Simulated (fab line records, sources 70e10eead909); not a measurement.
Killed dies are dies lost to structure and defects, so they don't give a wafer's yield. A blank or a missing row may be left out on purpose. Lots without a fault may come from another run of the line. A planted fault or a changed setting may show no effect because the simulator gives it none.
One fault seen from 2 desks | flow nand_harc | each desk has only its own numbers; what lay behind them comes last

THE METROLOGY DESK
What the gauges read, lot by lot, whatever tool the lot ran on: means of the sampled wafers that have a number. A lot is out of limits, marked OUT, if its mean lies more than 4 standard deviations from the usual mean; the brackets give that distance.
Columns: A = cd_nm at NHARC_P_ZERO_WELL_CD_MEAS_37, usual 719.3 nm; B = trench_depth_nm at NHARC_P_STI_OCD_MEAS_43, usual 299 nm; C = trench_foot_cd_nm at NHARC_P_STI_OCD_MEAS_43, usual 158.8 nm
lot  | first seen here | A     | B   | C
L106 | day 1 21:58     | 720.1 | 294 | 158.9
L107 | day 2 04:07     | 717.1 | 296 | 161.4
L108 | day 2 10:10     | 717.4 | 301 | 160.6
L109 | day 2 16:08     | 717.5 | 297 | 160.7
L111 | day 3 04:10     | 719.0 | 298 | 159.4
L112 | day 3 09:56     | 718.3 | 301 | 161.7
L113 | day 3 16:00     | 718.2 | 299 | 159.3
L116 | day 4 09:59     | 718.2 | 298 | 160.5
L117 | day 4 16:06     | 720.3 | 297 | 157.1
L118 | day 4 22:08     | 722.1 | 300 | 161.6
L125 | day 6 16:29     | 722.6 | 305 | 155.0
L127 | day 7 04:07     | 716.3 | 298 | 158.8
L128 | day 7 10:08     | 718.6 | 300 | 159.6
This desk's finding: nothing out of limits on any of the 13 lots.

THE TOOL OWNER'S DESK: rie_si-01
The tool's own readings at NHARC_P_ZERO_WELL_ETCH_63 (etches the open film in HBr/Cl2, target depth 120 nm, time 40.1 s): means of the sampled wafers that have a number, for each lot that ran on this tool. A lot is out of limits, marked OUT, if its mean lies more than 4 standard deviations from the usual mean; the brackets give that distance.
Columns: A = drypump_motor_current_A at NHARC_P_ZERO_WELL_ETCH_63, usual 5.8 A; B = oes_product_au at NHARC_P_ZERO_WELL_ETCH_63, usual 1.006 a.u.; C = throttle_valve_pct at NHARC_P_ZERO_WELL_ETCH_63, usual 26.407 %
lot  | first seen here | A   | B                | C
L106 | day 1 19:32     | 5.4 | 1.006            | 26.398
L112 | day 3 07:34     | 5.6 | 1.000            | 26.395
L117 | day 4 13:41     | 5.7 | 1.003            | 26.408
L127 | day 7 01:40     | 5.4 | 0.950 (-5.8) OUT | 26.402
L128 | day 7 07:32     | 5.1 | 0.986            | 26.411
This desk's finding: out of limits on L127; first on L127, day 7 01:40 (oes_product_au at NHARC_P_ZERO_WELL_ETCH_63). In limits: L106, L112, L117, L128.

PUT TOGETHER
The tool owner's desk could have raised an alarm at day 7 01:40, on L127.
The metrology desk saw nothing out of limits.
The metrology desk has L127 on record, within its limits.
Of the lots named, all ran NHARC_P_ZERO_WELL_ETCH_63 on rie_si-01.

WHAT THE SIMULATOR HAD PUT IN
Process parameter drift: rie_si-01, from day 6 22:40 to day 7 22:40, at NHARC_P_ZERO_WELL_ETCH_63. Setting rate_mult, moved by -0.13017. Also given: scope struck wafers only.
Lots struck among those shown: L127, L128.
Hours from the fault's start to each desk's first reading out of limits: the tool owner's desk, 3.
